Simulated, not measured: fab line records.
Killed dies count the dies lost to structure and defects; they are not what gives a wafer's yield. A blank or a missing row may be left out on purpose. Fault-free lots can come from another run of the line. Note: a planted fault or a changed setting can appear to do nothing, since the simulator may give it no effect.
Chamber matching    flow n5-finfet    cmp-02 running N5_GATE_CUT_CMP_61: 4 sister chambers
The step polishes, stops on SiNx, t overpolish 3 s. 4 wafers are shown with their chamber, then 9 later ones without.

## WAFERS, EACH WITH ITS CHAMBER
wafer   chamber  motor-current-A (A)
L085.2  2        11.3
L086.2  1        10.5
L086.3  3        12.3
L086.4  0        12.6

## WAFERS WHOSE CHAMBER IS MISSING
wafer   motor-current-A (A)
L092.4  12.6
L092.5  13.5
L092.6  12.0
L094.1  11.3
L094.2  11.9
L094.3  10.1
L096.3  13.1
L096.5  11.8
L096.6  11.7

## EACH ONE'S CHAMBER
wafer   from the rows above                in truth
L092.4  can't be placed: 0 or 3            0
L092.5  can't be placed: 0 or 3            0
L092.6  can't be placed: 3 or 0 or 2       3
L094.1  can't be placed: 2 or 1            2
L094.2  can't be placed: 3 or 2 or 0       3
L094.3  can't be placed: 1 or 2            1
L096.3  can't be placed: 0 or 3            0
L096.5  can't be placed: 2 or 3 or 0 or 1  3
L096.6  can't be placed: 2 or 3 or 0 or 1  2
Correctly placed: 0 of 9. Not placeable from these rows: 9 (in 9, the candidates include the true chamber). Number placed wrongly: 0.
How it was worked out, from the rows above alone: a wafer's distance from a chamber is the root of the sum, over the readings, of the square of ((its reading less the chamber's mean) divided by the reading's scatter). The wafer belongs to the nearest chamber; if the next one is less than 2 further off, it can't be placed. For every chamber, the mean is computed from those of its wafers that are shown. The scatter (one wafer shown for each chamber): square how far every hidden wafer sits from the nearest shown wafer, average those squares and take the square root.
